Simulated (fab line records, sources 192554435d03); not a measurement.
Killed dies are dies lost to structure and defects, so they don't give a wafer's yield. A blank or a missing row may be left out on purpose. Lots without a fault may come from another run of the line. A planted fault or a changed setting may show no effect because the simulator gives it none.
Which tool did it? | flow n5_finfet | 21 lots, 63 wafers sampled, at 6 steps of a route of 1938

WHAT THE GAUGES READ, wafer by wafer
The record holds no reading of a measuring or inspecting step that can be judged against a usual standard deviation.

WHICH TOOL RAN EACH LOT (tool, then ch and the chambers of the sampled wafers, then the start)
lot  | N5_GATE_CUT_CMP_43            | N5_MOL_CONTACT_COAG_SIL_ANNEAL_21 | N5_MOL_CONTACT_COAG_SPUTTER_130 | N5_MOL_CONTACT_COAG_ETCHBACK_135   | N5_MOL_CONTACT_COAG_ETCH_124       | N5_BEOL_M0_SAQP_ETCH_83
L074 | cmp-02 ch 0,1, day 4 15:40    | rtp_anneal-02 ch 0, day 4 20:11   | pvd_sputter-01, day 4 22:52     | rie_diel-04 ch 0,1,3, day 5 03:59  | rie_diel-04 ch 1,2, day 5 05:28    | rie_diel-03 ch 0,1,3, day 5 10:59
L075 | cmp-02 ch 0,2,3, day 4 19:56  | rtp_anneal-01 ch 0, day 4 22:56   | pvd_sputter-01, day 5 01:46     | rie_diel-01 ch 0,1,2, day 5 06:57  | rie_diel-05 ch 0,2,3, day 5 08:23  | rie_diel-06 ch 1,2, day 5 14:04
L078 | cmp-01 ch 1,3, day 5 19:14    | rtp_anneal-02 ch 0, day 5 22:21   | pvd_sputter-01, day 6 01:37     | rie_diel-01 ch 0,1,2, day 6 06:11  | rie_diel-05 ch 2,3, day 6 07:31    | rie_diel-02 ch 0,2,3, day 6 13:30
L079 | cmp-03 ch 1,2,3, day 6 02:27  | rtp_anneal-01 ch 0, day 6 06:08   | pvd_sputter-02, day 6 09:17     | rie_diel-05 ch 1,2,3, day 6 14:10  | rie_diel-04 ch 1,2, day 6 15:49    | rie_diel-03 ch 1,2,3, day 6 21:43
L080 | cmp-01 ch 1,2, day 6 10:32    | rtp_anneal-02 ch 0, day 6 12:58   | pvd_sputter-01, day 6 19:32     | rie_diel-05 ch 1,2,3, day 7 00:14  | rie_diel-01 ch 0,2,3, day 7 02:15  | rie_diel-02 ch 0,2, day 7 07:37
L081 | cmp-01 ch 1,3, day 6 16:52    | rtp_anneal-02 ch 0, day 6 19:51   | pvd_sputter-01, day 6 23:11     | rie_diel-04 ch 0,2,3, day 7 04:35  | rie_diel-05 ch 0,1,3, day 7 06:15  | rie_diel-03 ch 0,3, day 7 15:01
L082 | cmp-01 ch 1,2,3, day 6 19:16  | rtp_anneal-01 ch 0, day 6 23:15   | pvd_sputter-01, day 7 02:28     | rie_diel-04 ch 0,2,3, day 7 06:56  | rie_diel-05 ch 0,3, day 7 08:15    | rie_diel-02 ch 0,1,2, day 7 15:45
L083 | cmp-02 ch 0,1,3, day 6 21:29  | rtp_anneal-01 ch 0, day 7 00:07   | pvd_sputter-03, day 7 06:26     | rie_diel-04 ch 0,1,2, day 7 10:55  | rie_diel-05 ch 0,2,3, day 7 12:37  | rie_diel-03 ch 0,2,3, day 7 19:18
L084 | cmp-02 ch 0,3, day 7 04:26    | rtp_anneal-01 ch 0, day 7 07:05   | pvd_sputter-01, day 7 09:49     | rie_diel-01 ch 0,2, day 7 15:01    | rie_diel-05 ch 0,2, day 7 16:29    | rie_diel-03 ch 1,3, day 8 02:35
L085 | cmp-03 ch 0,2,3, day 7 07:02  | rtp_anneal-01 ch 0, day 7 09:55   | pvd_sputter-01, day 7 14:25     | rie_diel-01 ch 0,1,3, day 7 19:38  | rie_diel-01 ch 1,2,3, day 7 21:19  | rie_diel-06 ch 0,2,3, day 8 03:02
L086 | cmp-03 ch 1,2, day 7 13:41    | rtp_anneal-01 ch 0, day 7 18:01   | pvd_sputter-01, day 7 21:59     | rie_diel-01 ch 0,2,3, day 8 03:04  | rie_diel-04 ch 0,1,3, day 8 04:30  | rie_diel-03 ch 0,1,3, day 8 12:05
L087 | cmp-03 ch 1,2,3, day 7 19:20  | rtp_anneal-01 ch 0, day 7 22:04   | pvd_sputter-02, day 8 03:40     | rie_diel-01 ch 0,1,2, day 8 08:52  | rie_diel-01 ch 0,1, day 8 10:14    | rie_diel-02 ch 1,2,3, day 8 15:37
L089 | cmp-02 ch 1,2,3, day 8 05:40  | rtp_anneal-02 ch 0, day 8 08:21   | pvd_sputter-02, day 8 14:20     | rie_diel-01 ch 0,1,3, day 8 18:59  | rie_diel-01 ch 0,1, day 8 20:50    | rie_diel-03 ch 0,2, day 9 03:26
L090 | cmp-02 ch 1,2,3, day 8 12:20  | rtp_anneal-02 ch 0, day 8 14:58   | pvd_sputter-01, day 8 17:44     | rie_diel-04 ch 0,1,3, day 8 22:19  | rie_diel-01 ch 0,1,3, day 9 00:09  | rie_diel-03 ch 1,2,3, day 9 09:53
L091 | cmp-03 ch 0,1,3, day 8 18:55  | rtp_anneal-02 ch 0, day 8 21:48   | pvd_sputter-03, day 9 02:29     | rie_diel-04 ch 0,1,3, day 9 06:58  | rie_diel-05 ch 1,2,3, day 9 08:35  | rie_diel-03 ch 0,2,3, day 9 14:13
L092 | cmp-03 ch 2,3, day 9 05:40    | rtp_anneal-02 ch 0, day 9 09:46   | pvd_sputter-01, day 9 12:23     | rie_diel-04 ch 0,1, day 9 17:14    | rie_diel-01 ch 1,2,3, day 9 18:35  | rie_diel-06 ch 2,3, day 10 01:58
L093 | cmp-03 ch 0,3, day 9 07:25    | rtp_anneal-01 ch 0, day 9 10:14   | pvd_sputter-01, day 9 14:41     | rie_diel-05 ch 1,2, day 9 19:13    | rie_diel-01 ch 1,2,3, day 9 20:58  | rie_diel-06 ch 0,1,2, day 10 05:08
L094 | cmp-03 ch 0,2,3, day 9 19:16  | rtp_anneal-01 ch 0, day 9 21:49   | pvd_sputter-03, day 10 03:53    | rie_diel-01 ch 1,2,3, day 10 08:20 | rie_diel-01 ch 0,1,2, day 10 10:09 | rie_diel-03 ch 0,1,3, day 10 16:16
L095 | cmp-02 ch 0,1,3, day 9 21:21  | rtp_anneal-01 ch 0, day 10 00:43  | pvd_sputter-03, day 10 04:44    | rie_diel-04 ch 0,2, day 10 10:17   | rie_diel-01 ch 0,2, day 10 11:47   | rie_diel-06 ch 0,1,2, day 10 20:02
L096 | cmp-02 ch 1,2,3, day 10 02:14 | rtp_anneal-01 ch 0, day 10 04:55  | pvd_sputter-01, day 10 08:41    | rie_diel-05 ch 0,1,2, day 10 13:02 | rie_diel-05 ch 0,2,3, day 10 15:17 | rie_diel-02 ch 1,2,3, day 10 23:53
L097 | cmp-03 ch 0,1,3, day 10 09:41 | rtp_anneal-02 ch 0, day 10 14:17  | pvd_sputter-02, day 10 18:50    | rie_diel-01 ch 0,1, day 10 23:52   | rie_diel-05 ch 0,2,3, day 11 01:44 | rie_diel-06 ch 1,2,3, day 11 09:48
- N5_GATE_CUT_CMP_43: polishes SiO2.
- N5_MOL_CONTACT_COAG_SIL_ANNEAL_21: time 60 s.
- N5_MOL_CONTACT_COAG_SPUTTER_130: material Co, target thk 47.5 nm.
- N5_MOL_CONTACT_COAG_ETCHBACK_135: etches SiO2 in CHF3, target depth 25 nm, time 16.7 s.
- N5_MOL_CONTACT_COAG_ETCH_124: etches SiNx in CH3F/O2, stops on SiOC, target depth 6.5 nm.
- N5_BEOL_M0_SAQP_ETCH_83: etches SiARC in CF4, target depth 39 nm, time 65 s.

WHAT THE TOOLS THEMSELVES READ (means of the sampled wafers that have a number; where no wafer has one, the mark that the record gives instead)
N5_GATE_CUT_CMP_43. Usual: motor_current_A 12.0 A, standard deviation 1.1.
lot  | tool   | motor_current_A (A) | flag
L074 | cmp-02 | 12.7                |
L075 | cmp-02 | 12.6                |
L078 | cmp-01 | 14.1                |
L079 | cmp-03 | 11.2                |
L080 | cmp-01 | 12.4                |
L081 | cmp-01 | 13.9                |
L082 | cmp-01 | 12.6                |
L083 | cmp-02 | 12.9                |
L084 | cmp-02 | 12.6                |
L085 | cmp-03 | 11.2                |
L086 | cmp-03 | 10.5                |
L087 | cmp-03 | 11.3                |
L089 | cmp-02 | 12.7                |
L090 | cmp-02 | 12.7                |
L091 | cmp-03 | 11.7                |
L092 | cmp-03 | 10.7                |
L093 | cmp-03 | 11.6                |
L094 | cmp-03 | 11.1                |
L095 | cmp-02 | 13.1                |
L096 | cmp-02 | 12.9                |
L097 | cmp-03 | 11.7                |

N5_MOL_CONTACT_COAG_SIL_ANNEAL_21. Usual: lamp_power_pct 5.9 %, standard deviation 0.72; lamp_zone_3_pct 5.9 %, standard deviation 0.72; lamp_zone_4_pct 5.9 %, standard deviation 0.72; wafer_temp_C_max 552.2, standard deviation 0.44.
lot  | tool          | lamp_power_pct (%) | lamp_zone_3_pct (%) | lamp_zone_4_pct (%) | wafer_temp_C_max | flag
L074 | rtp_anneal-02 | 5.1                | 5.1                 | 5.1                 | 552.1            |
L075 | rtp_anneal-01 | 6.6                | 6.6                 | 6.6                 | 552.3            |
L078 | rtp_anneal-02 | 5.1                | 5.1                 | 5.1                 | 551.9            |
L079 | rtp_anneal-01 | 6.6                | 6.6                 | 6.6                 | 553.0            |
L080 | rtp_anneal-02 | 5.1                | 5.1                 | 5.1                 | 552.5            |
L081 | rtp_anneal-02 | 5.1                | 5.1                 | 5.1                 | 551.9            |
L082 | rtp_anneal-01 | 6.6                | 6.6                 | 6.6                 | 552.3            |
L083 | rtp_anneal-01 | 6.6                | 6.6                 | 6.6                 | 552.0            |
L084 | rtp_anneal-01 | 6.6                | 6.6                 | 6.6                 | 552.1            |
L085 | rtp_anneal-01 | 6.6                | 6.6                 | 6.6                 | 552.3            |
L086 | rtp_anneal-01 | 6.6                | 6.6                 | 6.6                 | 552.0            |
L087 | rtp_anneal-01 | 6.6                | 6.6                 | 6.6                 | 552.0            |
L089 | rtp_anneal-02 | 5.1                | 5.1                 | 5.1                 | 552.5            |
L090 | rtp_anneal-02 | 5.1                | 5.1                 | 5.1                 | 552.4            |
L091 | rtp_anneal-02 | 5.1                | 5.1                 | 5.1                 | 552.3            |
L092 | rtp_anneal-02 | 5.1                | 5.1                 | 5.1                 | 552.0            |
L093 | rtp_anneal-01 | 6.6                | 6.6                 | 6.6                 | 552.3            |
L094 | rtp_anneal-01 | 6.6                | 6.6                 | 6.6                 | 552.4            |
L095 | rtp_anneal-01 | 6.6                | 6.6                 | 6.6                 | 552.2            |
L096 | rtp_anneal-01 | 6.6                | 6.6                 | 6.6                 | 552.2            |
L097 | rtp_anneal-02 | 5.1                | 5.1                 | 5.1                 | 552.4            |

N5_MOL_CONTACT_COAG_SPUTTER_130. Usual: throttle_valve_pct 30.4 %, standard deviation 0.59.
lot  | tool           | throttle_valve_pct (%) | flag
L074 | pvd_sputter-01 | 30.4                   |
L075 | pvd_sputter-01 | 30.5                   |
L078 | pvd_sputter-01 | 30.6                   |
L079 | pvd_sputter-02 | 30.3                   |
L080 | pvd_sputter-01 | 30.4                   |
L081 | pvd_sputter-01 | 30.5                   |
L082 | pvd_sputter-01 | 30.3                   |
L083 | pvd_sputter-03 | 30.6                   |
L084 | pvd_sputter-01 | 30.1                   |
L085 | pvd_sputter-01 | 30.3                   |
L086 | pvd_sputter-01 | 30.4                   |
L087 | pvd_sputter-02 | 30.5                   |
L089 | pvd_sputter-02 | 30.1                   |
L090 | pvd_sputter-01 | 30.9                   |
L091 | pvd_sputter-03 | 30.9                   |
L092 | pvd_sputter-01 | 30.5                   |
L093 | pvd_sputter-01 | 30.4                   |
L094 | pvd_sputter-03 | 30.5                   |
L095 | pvd_sputter-03 | 30.9                   |
L096 | pvd_sputter-01 | 30.5                   |
L097 | pvd_sputter-02 | 30.0                   |

N5_MOL_CONTACT_COAG_ETCHBACK_135. Usual: chamber_pressure_mTorr 29.998 mTorr, standard deviation 0.026; drypump_motor_current_A 5.6 A, standard deviation 0.53; oes_f_703_au 0.77 a.u., standard deviation 0.079; oes_product_au 0.77 a.u., standard deviation 0.078; rf_vpp_V 526 V, standard deviation 16; showerhead_plenum_p_Torr 2.39 Torr, standard deviation 0.057; throttle_valve_pct 18.57 %, standard deviation 0.18.
lot  | tool        | chamber_pressure_mTorr (mTorr) | drypump_motor_current_A (A) | oes_f_703_au (a.u.) | oes_product_au (a.u.) | rf_vpp_V (V) | showerhead_plenum_p_Torr (Torr) | throttle_valve_pct (%) | flag
L074 | rie_diel-04 | 30.035                         | 6.2                         | 0.79                | 0.80                  | 524          | 2.42                            | 18.64                  |
L075 | rie_diel-01 | 30.008                         | 5.3                         | 0.73                | 0.74                  | 532          | 2.39                            | 18.69                  |
L078 | rie_diel-01 | 29.979                         | 5.3                         | 0.73                | 0.73                  | 531          | 2.38                            | 18.70                  |
L079 | rie_diel-05 | 30.013                         | 5.7                         | 0.88                | 0.88                  | 527          | 2.37                            | 18.41                  |
L080 | rie_diel-05 | 30.012                         | 5.7                         | 0.87                | 0.87                  | 529          | 2.37                            | 18.42                  |
L081 | rie_diel-04 | 29.986                         | 5.7                         | 0.72                | 0.72                  | 522          | 2.40                            | 18.50                  |
L082 | rie_diel-04 | 30.001                         | 5.7                         | 0.71                | 0.71                  | 522          | 2.40                            | 18.49                  |
L083 | rie_diel-04 | 30.005                         | 5.7                         | 0.76                | 0.79                  | 539          | 2.40                            | 18.62                  |
L084 | rie_diel-01 | 30.011                         | 5.4                         | 0.71                | 0.71                  | 534          | 2.35                            | 18.75                  |
L085 | rie_diel-01 | 29.960                         | 5.4                         | 0.78                | 0.77                  | 526          | 2.39                            | 18.59                  |
L086 | rie_diel-01 | 29.999                         | 5.5                         | 0.78                | 0.76                  | 522          | 2.33                            | 18.59                  |
L087 | rie_diel-01 | 29.999                         | 5.3                         | 0.73                | 0.72                  | 531          | 2.38                            | 18.71                  |
L089 | rie_diel-01 | 30.011                         | 5.4                         | 0.78                | 0.76                  | 523          | 2.39                            | 18.60                  |
L090 | rie_diel-04 | 29.998                         | 6.2                         | 0.76                | 0.76                  | 524          | 2.41                            | 18.67                  |
L091 | rie_diel-04 | 30.004                         | 6.2                         | 0.76                | 0.76                  | 525          | 2.41                            | 18.68                  |
L092 | rie_diel-04 | 29.991                         | 6.0                         | 0.74                | 0.74                  | 534          | 2.39                            | 18.77                  |
L093 | rie_diel-05 | 29.986                         | 6.1                         | 0.82                | 0.82                  | 515          | 2.36                            | 18.43                  |
L094 | rie_diel-01 | 29.983                         | 5.3                         | 0.78                | 0.75                  | 520          | 2.35                            | 18.58                  |
L095 | rie_diel-04 | 30.010                         | 5.5                         | 0.68                | 0.69                  | 534          | 2.37                            | 18.65                  |
L096 | rie_diel-05 | 30.005                         | 5.7                         | 0.78                | 0.79                  | 522          | 2.38                            | 18.52                  |
L097 | rie_diel-01 | 30.006                         | 5.2                         | 0.72                | 0.72                  | 533          | 2.44                            | 18.75                  |

N5_MOL_CONTACT_COAG_ETCH_124. Usual: chamber_pressure_mTorr 30.000 mTorr, standard deviation 0.029; drypump_motor_current_A 5.5 A, standard deviation 0.49; oes_f_703_au 0.79 a.u., standard deviation 0.079; oes_product_au 0.68 a.u., standard deviation 0.069; rf_vpp_V 299 V, standard deviation 8; showerhead_plenum_p_Torr 2.00 Torr, standard deviation 0.051; throttle_valve_pct 16.15 %, standard deviation 0.19.
lot  | tool        | chamber_pressure_mTorr (mTorr) | drypump_motor_current_A (A) | oes_f_703_au (a.u.) | oes_product_au (a.u.) | rf_vpp_V (V) | showerhead_plenum_p_Torr (Torr) | throttle_valve_pct (%) | flag
L074 | rie_diel-04 | 30.003                         | 5.4                         | 0.78                | 0.71                  | 308          | 2.03                            | 16.05                  |
L075 | rie_diel-05 | 30.017                         | 5.3                         | 0.74                | 0.65                  | 302          | 2.01                            | 16.22                  |
L078 | rie_diel-05 | 29.962                         | 5.4                         | 0.86                | 0.73                  | 305          | 2.01                            | 16.03                  |
L079 | rie_diel-04 | 30.007                         | 5.4                         | 0.77                | 0.70                  | 308          | 2.02                            | 16.07                  |
L080 | rie_diel-01 | 29.980                         | 5.4                         | 0.78                | 0.65                  | 296          | 1.96                            | 16.18                  |
L081 | rie_diel-05 | 30.021                         | 5.7                         | 0.85                | 0.76                  | 297          | 1.98                            | 16.03                  |
L082 | rie_diel-05 | 29.975                         | 5.3                         | 0.82                | 0.73                  | 302          | 2.00                            | 16.11                  |
L083 | rie_diel-05 | 30.001                         | 5.3                         | 0.83                | 0.72                  | 302          | 2.00                            | 16.08                  |
L084 | rie_diel-05 | 29.999                         | 5.3                         | 0.78                | 0.67                  | 302          | 2.03                            | 16.10                  |
L085 | rie_diel-01 | 29.993                         | 5.3                         | 0.80                | 0.66                  | 295          | 1.98                            | 16.15                  |
L086 | rie_diel-04 | 29.983                         | 6.2                         | 0.77                | 0.66                  | 298          | 2.03                            | 16.27                  |
L087 | rie_diel-01 | 30.017                         | 5.4                         | 0.71                | 0.63                  | 304          | 2.03                            | 16.41                  |
L089 | rie_diel-01 | 30.022                         | 5.4                         | 0.71                | 0.62                  | 304          | 2.03                            | 16.39                  |
L090 | rie_diel-01 | 29.994                         | 5.4                         | 0.77                | 0.66                  | 298          | 2.01                            | 16.22                  |
L091 | rie_diel-05 | 30.011                         | 5.7                         | 0.84                | 0.73                  | 298          | 1.98                            | 16.01                  |
L092 | rie_diel-01 | 30.019                         | 5.3                         | 0.78                | 0.65                  | 295          | 1.98                            | 16.17                  |
L093 | rie_diel-01 | 30.015                         | 5.3                         | 0.78                | 0.65                  | 296          | 1.98                            | 16.17                  |
L094 | rie_diel-01 | 29.990                         | 5.2                         | 0.71                | 0.62                  | 302          | 1.99                            | 16.37                  |
L095 | rie_diel-01 | 29.998                         | 5.4                         | 0.70                | 0.60                  | 303          | 1.97                            | 16.44                  |
L096 | rie_diel-05 | 30.002                         | 5.3                         | 0.80                | 0.70                  | 302          | 2.00                            | 16.12                  |
L097 | rie_diel-05 | 29.994                         | 5.3                         | 0.80                | 0.70                  | 303          | 2.00                            | 16.13                  |

N5_BEOL_M0_SAQP_ETCH_83. Usual: chamber_pressure_mTorr 40.00 mTorr, standard deviation 0.036; drypump_motor_current_A 5.7 A, standard deviation 0.4; etch_rf_on_time_s 63.2 s, standard deviation 2.4; oes_product_au 0.70 a.u., standard deviation 0.074; rf_vpp_V 184.7 V, standard deviation 1.3; showerhead_plenum_p_Torr 2.17 Torr, standard deviation 0.072; throttle_valve_pct 15.51 %, standard deviation 0.27.
lot  | tool        | chamber_pressure_mTorr (mTorr) | drypump_motor_current_A (A) | etch_rf_on_time_s (s) | oes_product_au (a.u.) | rf_vpp_V (V) | showerhead_plenum_p_Torr (Torr) | throttle_valve_pct (%) | flag
L074 | rie_diel-03 | 39.99                          | 5.7                         | 61.5                  | 0.73                  | 184.8        | 2.21                            | 15.54                  |
L075 | rie_diel-06 | 40.00                          | 5.3                         | 65.7                  | 0.73                  | 185.2        | 2.19                            | 15.33                  |
L078 | rie_diel-02 | 40.02                          | 5.8                         | 64.8                  | 0.63                  | 183.6        | 2.10                            | 15.64                  |
L079 | rie_diel-03 | 40.02                          | 5.7                         | 63.1                  | 0.73                  | 185.4        | 2.24                            | 15.60                  |
L080 | rie_diel-02 | 40.00                          | 5.7                         | 65.3                  | 0.61                  | 183.5        | 2.07                            | 15.80                  |
L081 | rie_diel-03 | 40.03                          | 5.5                         | 62.2                  | 0.77                  | 185.5        | 2.23                            | 15.37                  |
L082 | rie_diel-02 | 40.01                          | 5.6                         | 65.0                  | 0.64                  | 183.0        | 2.06                            | 15.66                  |
L083 | rie_diel-03 | 39.99                          | 5.9                         | 61.1                  | 0.76                  | 185.6        | 2.22                            | 15.33                  |
L084 | rie_diel-03 | 40.01                          | 5.6                         | 63.3                  | 0.67                  | 185.2        | 2.22                            | 15.83                  |
L085 | rie_diel-06 | 39.98                          | 5.6                         | 65.0                  | 0.74                  | 184.2        | 2.15                            | 15.35                  |
L086 | rie_diel-03 | 39.97                          | 5.7                         | 61.2                  | 0.71                  | 185.6        | 2.20                            | 15.57                  |
L087 | rie_diel-02 | 40.01                          | 5.7                         | 64.5                  | 0.66                  | 183.9        | 2.09                            | 15.51                  |
L089 | rie_diel-03 | 40.02                          | 6.2                         | 59.4                  | 0.73                  | 184.7        | 2.17                            | 15.25                  |
L090 | rie_diel-03 | 39.99                          | 5.8                         | 62.7                  | 0.72                  | 184.8        | 2.24                            | 15.61                  |
L091 | rie_diel-03 | 40.03                          | 5.9                         | 62.0                  | 0.75                  | 185.7        | 2.22                            | 15.35                  |
L092 | rie_diel-06 | 40.01                          | 5.3                         | 64.7                  | 0.76                  | 184.2        | 2.16                            | 15.33                  |
L093 | rie_diel-06 | 40.00                          | 5.6                         | 65.4                  | 0.67                  | 183.7        | 2.17                            | 15.41                  |
L094 | rie_diel-03 | 40.00                          | 5.7                         | 61.5                  | 0.70                  | 184.8        | 2.20                            | 15.59                  |
L095 | rie_diel-06 | 40.00                          | 5.7                         | 65.4                  | 0.66                  | 184.8        | 2.17                            | 15.43                  |
L096 | rie_diel-02 | 40.02                          | 5.7                         | 63.9                  | 0.65                  | 183.3        | 2.08                            | 15.54                  |
L097 | rie_diel-06 | 39.99                          | 5.3                         | 64.8                  | 0.69                  | 183.7        | 2.15                            | 15.50                  |

THE ANSWER, worked out from the rows above alone
Rule: a lot is off if the mean of its wafers that have a number lies more than 3 standard deviations from the usual mean. A lot without any number at a reading at which 4 lots or more have one is off too. The other lots that the step has rows for count as sound. The gauges are gone through in route order, then the tools' own readings, and for those a lot's mean is taken as printed above. The first step at which some lot is off is used, and at that step the reading that is off furthest; a lot without a number counts as furthest.
No lot is off at any reading shown: from this, nothing can be told.

WHAT THE SIMULATOR HAD PUT IN
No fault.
